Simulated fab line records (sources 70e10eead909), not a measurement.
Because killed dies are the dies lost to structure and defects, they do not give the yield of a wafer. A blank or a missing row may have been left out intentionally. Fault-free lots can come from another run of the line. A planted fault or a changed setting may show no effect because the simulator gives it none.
fab line records    flow nand-harc
record lots=6  wafers=18  last-day=33
route steps=1302 shown A_ONON_D1@428
lots that met no fault: taken from a fault-free run of the same line
start-h: hours from the record's first day to the start of the lot's first wafer shown    wait-h: how many hours have passed since the lot's step before this one    " as in the row above    L1.1+2: a row that stands for several wafers    - no value present, or no start provided    * or withheld: withheld    < > ~ a bound
route shown NAME@n: names a module that has steps shown in the file, with the first one's number in the route    usual: mean/standard deviation of fault-free wafers    same: alike in all rows    chamber/n: place in a boat    sites: each site's reading    _std_site: the values' standard deviation    _edge_site: the outer-site mean with the inner-site mean subtracted    radius-mm: how far each site lies from the wafer's centre    mask NAME#n: copy n    behind: the most recent tool/chamber to have shaped the wafer    hold: cause of the lot's hold/its duration in hours/its outcome    device: which transistor (n, p or np) failed to switch    end of line: the same wafers' tests at the end of the route    for a step that has no rows: nothing shown but its recipe    killed: dies that structure and defects cost at the first sort, which is not the same as the wafer's yield    map: a wafer's dies, marking killed ones x, the rest . and places with no die _
set.NAME: the setting that was run; set.NAME@STEP: the one run at that earlier step    model.NAME: the simulator's own value behind a step, which no gauge read
lots seen at some steps along the route; tables by step, rows by wafer
services: when a tool's chamber went out of use (start-h, in hours from the record's first day, below 0 if earlier), for how many hours, and the reason
## steps
# step NHARC_A_ONON_D1_DEP_06
# recipe target-thk-a=10000  n2-flow-sccm=2750  n2o-flow-sccm=2000  nh3-flow-sccm=500  sih4-flow-sccm=210  temp-c=400
# step NHARC_A_ONON_D1_THK_MEAS_08
# recipe thk-meas-gauge=ellipsometry
# usual thk-nm=996/12
lot.wafer  tool           chamber  start-h  wait-h  thk-nm
L510.2     film-metro-01  -        181.27   -       986
L510.3     "              -        "        "       985
L510.4     "              -        "        "       984
L520.3     film-metro-01  -        289.84   -       979
L520.4     "              -        "        "       977
L520.6     "              -        "        "       981
L522.2     film-metro-01  -        309.22   -       989
L522.3     "              -        "        "       989
L522.4     "              -        "        "       990
L526.2     film-metro-02  -        338.83   -       994
L526.5     "              -        "        "       994
L526.6     "              -        "        "       995
L529.2     film-metro-01  -        375.76   -       1002
L529.3     "              -        "        "       1002
L529.6     "              -        "        "       999
L530.1     film-metro-01  -        390.41   -       992
L530.4     "              -        "        "       992
L530.5     "              -        "        "       992
# step NHARC_A_ONON_D1_DEP_09
# recipe target-thk-a=10000  n2-flow-sccm=2750  n2o-flow-sccm=2000  nh3-flow-sccm=500  sih4-flow-sccm=210  temp-c=400
# step NHARC_A_ONON_D1_THK_MEAS_11
# recipe thk-meas-gauge=ellipsometry
# usual thk-nm=996/9.8
lot.wafer  tool           chamber  start-h  wait-h  thk-nm
L510.2     film-metro-01  -        181.83   -       995
L510.3     "              -        "        "       992
L510.4     "              -        "        "       998
L520.3     film-metro-02  -        290.40   -       982
L520.4     "              -        "        "       982
L520.6     "              -        "        "       980
L522.2     film-metro-01  -        309.79   -       1002
L522.3     "              -        "        "       1000
L522.4     "              -        "        "       1002
L526.2     film-metro-01  -        339.39   -       993
L526.5     "              -        "        "       994
L526.6     "              -        "        "       994
L529.2     film-metro-01  -        376.33   -       986
L529.3     "              -        "        "       985
L529.6     "              -        "        "       984
L530.1     film-metro-02  -        390.98   -       990
L530.4     "              -        "        "       991
L530.5     "              -        "        "       990
# step NHARC_A_ONON_D1_DEP_12
# recipe target-thk-a=10000  n2-flow-sccm=2750  n2o-flow-sccm=2000  nh3-flow-sccm=500  sih4-flow-sccm=210  temp-c=400
# step NHARC_A_ONON_D1_THK_MEAS_14
# recipe thk-meas-gauge=ellipsometry
# usual thk-nm=1001/9.6
lot.wafer  tool           chamber  start-h  wait-h  thk-nm
L510.2     film-metro-02  -        182.40   -       1004
L510.3     "              -        "        "       1005
L510.4     "              -        "        "       1003
L520.3     film-metro-02  -        290.97   -       1005
L520.4     "              -        "        "       1004
L520.6     "              -        "        "       1003
L522.2     film-metro-02  -        310.35   -       997
L522.3     "              -        "        "       997
L522.4     "              -        "        "       997
L526.2     film-metro-02  -        339.95   -       1002
L526.5     "              -        "        "       1003
L526.6     "              -        "        "       1002
L529.2     film-metro-01  -        376.90   -       1004
L529.3     "              -        "        "       1005
L529.6     "              -        "        "       1003
L530.1     film-metro-02  -        391.54   -       1005
L530.4     "              -        "        "       1005
L530.5     "              -        "        "       1004
# step NHARC_A_ONON_D1_ANNEAL_15
# recipe temp-c=750  time-s=3600
# step NHARC_A_ONON_D1_DEP_16
# recipe target-thk-a=10000  n2-flow-sccm=2750  n2o-flow-sccm=2000  nh3-flow-sccm=500  sih4-flow-sccm=210  temp-c=400
# step NHARC_A_ONON_D1_THK_MEAS_18
# recipe thk-meas-gauge=ellipsometry
# usual thk-nm=997/9.4
lot.wafer  tool           chamber  start-h  wait-h  thk-nm
L510.2     film-metro-02  -        191.31   -       995
L510.3     "              -        "        "       995
L510.4     "              -        "        "       996
L520.3     film-metro-01  -        298.80   -       996
L520.4     "              -        "        "       996
L520.6     "              -        "        "       994
L522.2     film-metro-02  -        319.11   -       1019
L522.3     "              -        "        "       1019
L522.4     "              -        "        "       1016
L526.2     film-metro-01  -        349.34   -       997
L526.5     "              -        "        "       1000
L526.6     "              -        "        "       998
L529.2     film-metro-01  -        385.99   -       985
L529.3     "              -        "        "       984
L529.6     "              -        "        "       984
L530.1     film-metro-02  -        399.39   -       1005
L530.4     "              -        "        "       1006
L530.5     "              -        "        "       1005
# step NHARC_A_ONON_D1_DEP_19
# recipe target-thk-a=10000  n2-flow-sccm=2750  n2o-flow-sccm=2000  nh3-flow-sccm=500  sih4-flow-sccm=210  temp-c=400
# step NHARC_A_ONON_D1_THK_MEAS_21
# recipe thk-meas-gauge=ellipsometry
# usual thk-nm=1002/12
lot.wafer  tool           chamber  start-h  wait-h  thk-nm
L510.2     film-metro-02  -        191.88   -       990
L510.3     "              -        "        "       991
L510.4     "              -        "        "       992
L520.3     film-metro-01  -        299.36   -       995
L520.4     "              -        "        "       990
L520.6     "              -        "        "       994
L522.2     film-metro-02  -        319.69   -       974
L522.3     "              -        "        "       974
L522.4     "              -        "        "       974
L526.2     film-metro-02  -        349.90   -       1012
L526.5     "              -        "        "       1012
L526.6     "              -        "        "       1012
L529.2     film-metro-01  -        386.57   -       1006
L529.3     "              -        "        "       1008
L529.6     "              -        "        "       1005
L530.1     film-metro-01  -        399.96   -       1007
L530.4     "              -        "        "       1008
L530.5     "              -        "        "       1007
# step NHARC_A_ONON_D1_DEP_22
# recipe target-thk-a=10000  n2-flow-sccm=2750  n2o-flow-sccm=2000  nh3-flow-sccm=500  sih4-flow-sccm=210  temp-c=400
# usual nh3-flow-sccm=499.7/1.5
lot.wafer  tool           chamber  start-h  wait-h  nh3-flow-sccm
L510.2     pecvd-onon-01  0        191.99   0.1     499.5
L510.3     "              0        "        "       499.1
L510.4     "              0        "        "       498.7
L520.3     pecvd-onon-02  0        299.53   0.2     499.8
L520.4     "              0        "        "       500.9
L520.6     "              0        "        "       497.6
L522.2     pecvd-onon-01  0        319.80   0.1     499.2
L522.3     "              0        "        "       499.8
L522.4     "              0        "        "       500.8
L526.2     pecvd-onon-01  0        350.01   0.1     499.9
L526.5     "              0        "        "       500.6
L526.6     "              0        "        "       498.8
L529.2     pecvd-onon-02  0        386.68   0.1     499.1
L529.3     "              0        "        "       500.5
L529.6     "              0        "        "       501.3
L530.1     pecvd-onon-03  0        400.02   0.1     500.3
L530.4     "              0        "        "       500.3
L530.5     "              0        "        "       498.1
# step NHARC_A_ONON_D1_THK_MEAS_24
# recipe thk-meas-gauge=ellipsometry
# usual thk-nm=998/9.3
lot.wafer  tool           chamber  start-h  wait-h  hold                      thk-nm
L510.2     film-metro-01  -        192.44   -       -                         1003
L510.3     "              -        "        "       -                         1002
L510.4     "              -        "        "       -                         1004
L520.3     film-metro-01  -        299.93   -       -                         988
L520.4     "              -        "        "       -                         987
L520.6     "              -        "        "       -                         986
L522.2     film-metro-02  -        320.25   -       await-dispo/0.2h/release  1002
L522.3     "              -        "        "       await-dispo/0.2h/release  1002
L522.4     "              -        "        "       await-dispo/0.2h/release  674
L522.2     film-metro-02  -        320.42   0.2     -                         1003
L522.3     "              -        "        "       -                         1003
L522.4     "              -        "        "       -                         676
L526.2     film-metro-02  -        350.47   -       await-dispo/0.2h/release  985
L526.5     "              -        "        "       await-dispo/0.2h/release  985
L526.6     "              -        "        "       await-dispo/0.2h/release  656
L526.2     film-metro-02  -        350.64   0.2     -                         984
L526.5     "              -        "        "       -                         985
L526.6     "              -        "        "       -                         657
L529.2     film-metro-01  -        387.13   -       -                         979
L529.3     "              -        "        "       -                         982
L529.6     "              -        "        "       -                         982
L530.1     film-metro-02  -        400.53   -       -                         993
L530.4     "              -        "        "       -                         994
L530.5     "              -        "        "       -                         992
## services
tool           chamber  start-h  hours  kind
pecvd-onon-02  -        185.32   13.0   pm
pecvd-onon-03  -        227.00   13.0   pm
pecvd-onon-01  -        269.38   13.0   pm
pecvd-onon-02  -        366.32   13.0   pm
## key
first-sign step=NHARC_A_ONON_D1_THK_MEAS_24  reading=visit  direction=added
effect step=NHARC_A_ONON_D1_THK_MEAS_24  reading=thk-nm  direction=down  sigmas=36  usual=998  struck=665
met-at NHARC_A_ONON_D1_DEP_22
struck-wafers L522.4,L526.6
later-rows-left-out L522.4,L526.6
sort-left-out L522.4,L526.6
tester-left-out L522,L526
onset-between 191.99 319.80
fault kind=process-parameter-drift  tool=pecvd-onon-01  chamber=-  onset-h=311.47  steps=NHARC_A_ONON_D1_DEP_22  channel=target-thk-a  offset=*  shape=step  end-h=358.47  scope=struck-wafers-only  acts-in=*  stated=*
# tester-left-out: of these lots the tester's yield and bins aren't shown, on N5 and GAA mostly nor the transistor test; their killed dies are dies lost to structure and defects alone, not to doping, threshold or leakage, so they don't give the yield
# sort-left-out: the simulated sort isn't trusted on such a fault, so these wafers' sort isn't shown, and their yield isn't known
# later-rows-left-out: the simulator's readings of these wafers behind a module that went badly wrong aren't trusted and aren't shown, but for the sort
